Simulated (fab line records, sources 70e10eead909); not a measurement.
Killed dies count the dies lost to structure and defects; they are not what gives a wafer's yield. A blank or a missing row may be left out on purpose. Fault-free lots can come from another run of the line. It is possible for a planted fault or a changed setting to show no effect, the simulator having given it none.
A lot that was struck, set against a sound lot + flow nand harc + 15 out of 1159 route steps
Sound: wafers L122.2, L122.3, L122.5. Struck: wafer L132.6 (left out: L132.4, a lot-mate that was not struck); the cause follows at the end.
Each step with rows lists, per side, the tool, then ch with its chambers, then its first start. Under that, the readings that differ: sound wafers + struck wafers + difference of the means + sigmas: that difference in standard deviations of wafers without a fault.
alike: same words and numbers on both sides, and readings whose means sit less than 2 such deviations apart. not compared: any withheld reading, any reading some wafer has no value for, any bound like >300 that may hide the same value, and any number with overlapping values for which the record gives no deviation.
The two part at a step that has a row with sigmas, a row that says differs or no value, or rows on one side only. When numbers do not overlap yet have no deviation, they are printed without sigmas and do not part them. A reading missing from all wafers of one side parts the sides only when that side holds two or more wafers.

NHARC_A_SGD_CUT_INSPECT_11:
  sound on defect inspect-01, day 14 03:11; struck on defect inspect-02, day 17 19:53
  alike: raw defect count
NHARC_A_SGD_CUT_DESCUM_14: chemistry O2, time 3 s.
  sound on rie diel-13 ch 0,1,2, day 14 03:15; struck on rie diel-02 ch 3, day 17 19:58
| reading               | sound             | struck | difference | sigmas |
|-----------------------|-------------------|--------|------------|--------|
| oes product au (a.u.) | 1.006 0.982 0.978 | 1.015  | +0.026     | +2     |
  alike: drypump motor current A, mfc ar sccm, rf vpp V, showerhead plenum p Torr, throttle valve pct
  not compared: rf hours counter h
then, 1 step without rows for these wafers: NHARC_A_SGD_CUT_ETCH_58 (etches the open film in CF4, target depth 39 nm, time 65 s).
NHARC_A_SGD_CUT_ETCH_59: etches the open film in N2/H2, target depth 260 nm, time 406.25 s.
  sound on rie diel-13 ch 1,2,3; struck on rie diel-02 ch 2
  alike: bias w, drypump motor current A, mfc ar sccm, oes product au, rf vpp V, showerhead plenum p Torr, throttle valve pct
  not compared: rf hours counter h
NHARC_A_SGD_CUT_ETCH_15: etches the open film in CH3F/O2, target depth 75 nm, time 64.3 s.
  sound on rie diel-13 ch 0,3; struck on rie diel-02 ch 1
| reading                     | sound          | struck | difference | sigmas |
|-----------------------------|----------------|--------|------------|--------|
| drypump motor current A (A) | 6.16 5.65 5.64 | 6.39   | +0.57      | +2     |
  alike: bias w, mfc ar sccm, oes product au, rf vpp V, showerhead plenum p Torr, throttle valve pct
  not compared: rf hours counter h
NHARC_A_SGD_CUT_ETCH_16: etches the open film in C4F8/O2/Ar, target depth 310.5 nm, time 155.2 s.
  sound on rie diel-13 ch 0,1; struck on rie diel-02 ch 3
  alike: bias w, oes product au, rf vpp V
  not compared: rf hours counter h
then, 1 step without rows for these wafers: NHARC_A_SGD_CUT_STRIP_60 (strips in C4F8/O2/Ar).
NHARC_A_SGD_CUT_STRIP_17: strips in O2.
  sound on rie diel-13 ch 1,3; struck on rie diel-02 ch 2
| reading                         | sound          | struck | difference | sigmas |
|---------------------------------|----------------|--------|------------|--------|
| showerhead plenum p Torr (Torr) | 3.73 3.77 3.73 | 3.43   | -0.31      | -2     |
  alike: drypump motor current A, mfc ar sccm, oes product au, rf vpp V, throttle valve pct
  not compared: rf hours counter h
then, 4 steps without rows for these wafers: NHARC_A_SGD_CUT_PRECLEAN_18 (cleans in SC1); NHARC_A_SGD_CUT_SRD_19; NHARC_A_SGD_CUT_DEP_20 (deposits SiO2, target thk 150 nm); NHARC_A_SGD_CUT_ANNEAL_27 (time 1800 s).
NHARC_A_SGD_CUT_CMP_21: polishes, target thk 148.19 nm.
  sound on cmp-02 ch 1,2, day 14 12:03; struck on cmp-03 ch 0, day 18 01:29
| reading                | sound          | struck | difference | sigmas |
|------------------------|----------------|--------|------------|--------|
| time to endpoint s (s) | 54.1 50.7 52.7 | 104.7  | +52.2      | +19    |
  alike: motor current A
  not compared: pad life wafers
NHARC_A_SGD_CUT_THK_MEAS_22: measures by ellipsometry.
  sound on film metro-01, day 14 12:17; struck on film metro-01, day 18 01:42
  alike: thk nm
NHARC_END_SORT_01:
  the record has rows for the sound wafers here (prober-01 ch 0, day 20 02:00) and none for the struck ones

== WHERE THEY PART ==
Earliest at NHARC_A_SGD_CUT_DESCUM_14; latest, in this record, at NHARC_END_SORT_01.

WHY: what the simulator had put in
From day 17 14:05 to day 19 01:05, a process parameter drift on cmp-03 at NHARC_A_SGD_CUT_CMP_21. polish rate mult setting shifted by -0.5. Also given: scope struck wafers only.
